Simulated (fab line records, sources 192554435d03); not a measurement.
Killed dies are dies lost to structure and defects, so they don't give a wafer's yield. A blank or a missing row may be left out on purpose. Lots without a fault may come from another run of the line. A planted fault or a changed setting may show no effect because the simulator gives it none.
Chamber matching | flow n5_finfet | N5_BEOL_M1_DESCUM_16 on rie_diel-03: 4 sister chambers
The step chemistry O2, time 7 s. 4 wafers are shown with their chamber, then 10 later ones without.

WAFERS WITH THEIR CHAMBER
wafer  | chamber | showerhead_plenum_p_Torr (Torr)
L080.4 | 3       | 1.98
L085.2 | 0       | 2.09
L086.3 | 2       | 2.19
L086.4 | 1       | 2.00

WAFERS WITHOUT THEIR CHAMBER
wafer  | showerhead_plenum_p_Torr (Torr)
L086.6 | 2.19
L088.3 | 2.09
L088.4 | 2.00
L088.6 | 2.24
L093.1 | 2.19
L093.3 | 2.08
L093.4 | 2.24
L096.1 | 2.08
L096.4 | 2.23
L096.5 | 2.23

WHICH CHAMBER EACH WENT THROUGH
wafer  | from the rows above     | in truth
L086.6 | 2                       | 2
L088.3 | 0                       | 0
L088.4 | can't be placed: 1 or 3 | 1
L088.6 | 2                       | 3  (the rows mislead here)
L093.1 | 2                       | 2
L093.3 | 0                       | 0
L093.4 | 2                       | 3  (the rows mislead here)
L096.1 | 0                       | 0
L096.4 | 2                       | 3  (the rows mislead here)
L096.5 | 2                       | 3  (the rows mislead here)
Placed correctly: 5 of 10. Can't be placed from these rows: 1 (the true chamber is among the candidates in 1). Placed wrongly: 4.
How it was worked out, from the rows above alone: a wafer's distance from a chamber is the root of the sum, over the readings, of the square of ((its reading less the chamber's mean) divided by the reading's scatter). The wafer belongs to the nearest chamber; if the next one is less than 2 further off, it can't be placed. A chamber's mean is the mean of its shown wafers. The scatter: with one shown wafer a chamber, the root of the mean of the squares of how far each hidden wafer lies from its nearest shown one.
